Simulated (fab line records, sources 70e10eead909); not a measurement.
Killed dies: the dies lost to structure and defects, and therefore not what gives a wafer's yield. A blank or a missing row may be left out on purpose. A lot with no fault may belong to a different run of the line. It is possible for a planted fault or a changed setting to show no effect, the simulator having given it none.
Which of the tools did it? ; flow nand harc ; Sampling: 13 lots, 39 wafers, 4 of 1302 route steps

## WHAT THE GAUGES SHOWED, per wafer
NHARC_A_ONON_D1_THK_MEAS_14: measures by ellipsometry.
lot;measured;on;thk nm (nm)
L533;day 8 06:28;film metro-01;999 999 998
L534;day 8 11:40;film metro-02;995 994 994
L536;day 9 10:07;film metro-02;986 984 984
L537;day 10 01:25;film metro-01;998 999 998
L540;day 11 04:34;film metro-02;991 993 991
L539;day 11 04:35;film metro-01;1002 1001 1004
L542;day 12 09:47;film metro-01;994 993 992
L547;day 14 07:20;film metro-02;960 960 958
L550;day 15 12:13;film metro-01;998 999 1000
L551;day 15 12:13;film metro-02;999 999 999
L552;day 15 22:59;film metro-02;567 568 1014
L553;day 16 10:17;film metro-01;1011 1008 1011
L555;day 17 09:42;film metro-01;988 988 986

NHARC_A_ONON_D1_INSPECT_32.
lot;measured;on;raw defect count
L533;day 8 17:04;defect inspect-01;72 46 55
L534;day 8 22:15;defect inspect-02;34 47 64
L536;day 9 21:43;defect inspect-02;63 67 126
L537;day 10 14:22;defect inspect-01;64 84 88
L540;day 11 15:09;defect inspect-02;88 53 39
L539;day 11 15:17;defect inspect-01;89 67 112
L542;day 12 20:25;defect inspect-02;94 51 126
L547;day 14 18:00;defect inspect-02;48 26 86
L550;day 15 22:35;defect inspect-02;57 73 59
L551;day 15 22:37;defect inspect-01;78 64 61
L552;day 16 11:15;defect inspect-01;66 61 48
L553;day 16 21:23;defect inspect-02;104 119 117
L555;day 17 20:18;defect inspect-02;70 73 93

NHARC_END_SORT_01.
lot;measured;on;killed at array;killed at other;killed at periphery;killed dies;killed open;killed short
L552;day 32 07:53;prober-01;670 669 58;1 1 2;6 7 8;677 677 68;6 5 6;1 1 3

## EACH LOT AND THE TOOL THAT RAN IT (in order: tool; ch and the chambers of the sampled wafers; start)
lot;NHARC_A_ONON_D1_DEP_12
L533;pecvd onon-04 ch 0, day 8 06:01
L534;pecvd onon-04 ch 0, day 8 11:10
L536;pecvd onon-02 ch 0, day 9 09:37
L537;pecvd onon-02 ch 0, day 10 00:57
L540;pecvd onon-02 ch 0, day 11 04:04
L539;pecvd onon-04 ch 0, day 11 04:12
L542;pecvd onon-02 ch 0, day 12 09:19
L547;pecvd onon-01 ch 0, day 14 06:49
L550;pecvd onon-01 ch 0, day 15 11:42
L551;pecvd onon-04 ch 0, day 15 11:42
L552;pecvd onon-02 ch 0, day 15 22:28
L553;pecvd onon-04 ch 0, day 16 09:50
L555;pecvd onon-04 ch 0, day 17 09:15
- NHARC_A_ONON_D1_DEP_12: target thk 1000 nm.

## WHAT THE TOOLS THEMSELVES READ (means of the sampled wafers that have a number; where no wafer has one, the mark that the record gives instead)
The record holds no such reading with a usual standard deviation.

## THE ANSWER, worked out from the rows above alone
Rule: the usual values come from the lots themselves. The widest of any qualifying gaps counts: lots, ordered by their means at a reading, are off when they make up no more than a third of the lots, leave a main group of 4 or more, and stand apart from it by 3 or more times the standard deviation of that group's means. If all means in a main group match to the digits the tables above print for the reading, that group is not used. Also off: a lot with no number at a reading for which 4 or more lots have one. The other lots that the step has rows for count as sound. After the gauges, taken in route order, come the tools' own readings; for these a lot's mean is taken, as printed above. The first step at which some lot is off is used, and at that step the reading that is off furthest; a lot without a number counts as furthest.
Off, at NHARC_A_ONON_D1_THK_MEAS_14 on thk nm: L552. The main group has a mean of 993 nm with a standard deviation of 12.
If a tool, at a process step before that reading, ran all the lots that are off and no sound lot after the first of them, it fits. Gauges at NHARC_A_ONON_D1_THK_MEAS_14: tried the same way as those tools. Can't be told from this: 2 tools fit, pecvd onon-02 at NHARC_A_ONON_D1_DEP_12, film metro-02 at NHARC_A_ONON_D1_THK_MEAS_14.

## WHAT HAD BEEN PUT IN BY THE SIMULATOR
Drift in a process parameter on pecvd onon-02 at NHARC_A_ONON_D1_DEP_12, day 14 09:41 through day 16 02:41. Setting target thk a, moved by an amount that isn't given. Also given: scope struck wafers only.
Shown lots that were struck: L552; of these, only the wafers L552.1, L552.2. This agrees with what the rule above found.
